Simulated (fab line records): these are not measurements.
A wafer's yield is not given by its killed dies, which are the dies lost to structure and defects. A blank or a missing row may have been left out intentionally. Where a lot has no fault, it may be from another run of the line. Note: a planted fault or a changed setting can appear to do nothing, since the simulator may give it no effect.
What tool caused it? | flow nand_harc | 6 lots, 18 wafers sampled, at 1 step of a route of 1302

## WHAT THE GAUGES SHOWED, per wafer
NHARC_P_GATE_CD_MEAS_11: the cd target is 1640 nm.
lot  | measured     | on        | cd_nm (nm)
L323 | day 5 10:52  | cd_sem-03 | 1640.5 1643.8 1640.7
L326 | day 6 22:58  | cd_sem-03 | 1636.9 1635.7 1636.0
L328 | day 7 20:59  | cd_sem-01 | 1636.1 1637.3 1636.5
L334 | day 10 11:37 | cd_sem-01 | 1640.3 1641.4 1641.3
L337 | day 11 07:55 | cd_sem-03 | 1637.3 1639.7 1639.9
L342 | day 13 13:50 | cd_sem-02 | 1645.2 1641.1 1638.2

## WHAT TOOL EACH LOT RAN ON (gives the tool, then ch and the chambers of the sampled wafers, and finally the start)
Record: no process step prior to these readings.

## THE ANSWER, worked out from the rows above alone
Rule: the usual values come from the lots themselves. Put in order of their means at a reading, lots are off if they are a third of the lots or fewer, leave a main group of 4 or more, and stand apart from it by a gap of 3 or more times the standard deviation of the main group's means; of several such gaps the widest counts. Not used: any main group whose means are identical at the precision the tables above print for the reading. Also off: a lot with no number at a reading for which 4 or more lots have one. The other lots that the step has rows for count as sound.
Across all readings shown, no lot is off: no conclusion can be drawn from this.

## WHAT HAD BEEN PUT IN BY THE SIMULATOR
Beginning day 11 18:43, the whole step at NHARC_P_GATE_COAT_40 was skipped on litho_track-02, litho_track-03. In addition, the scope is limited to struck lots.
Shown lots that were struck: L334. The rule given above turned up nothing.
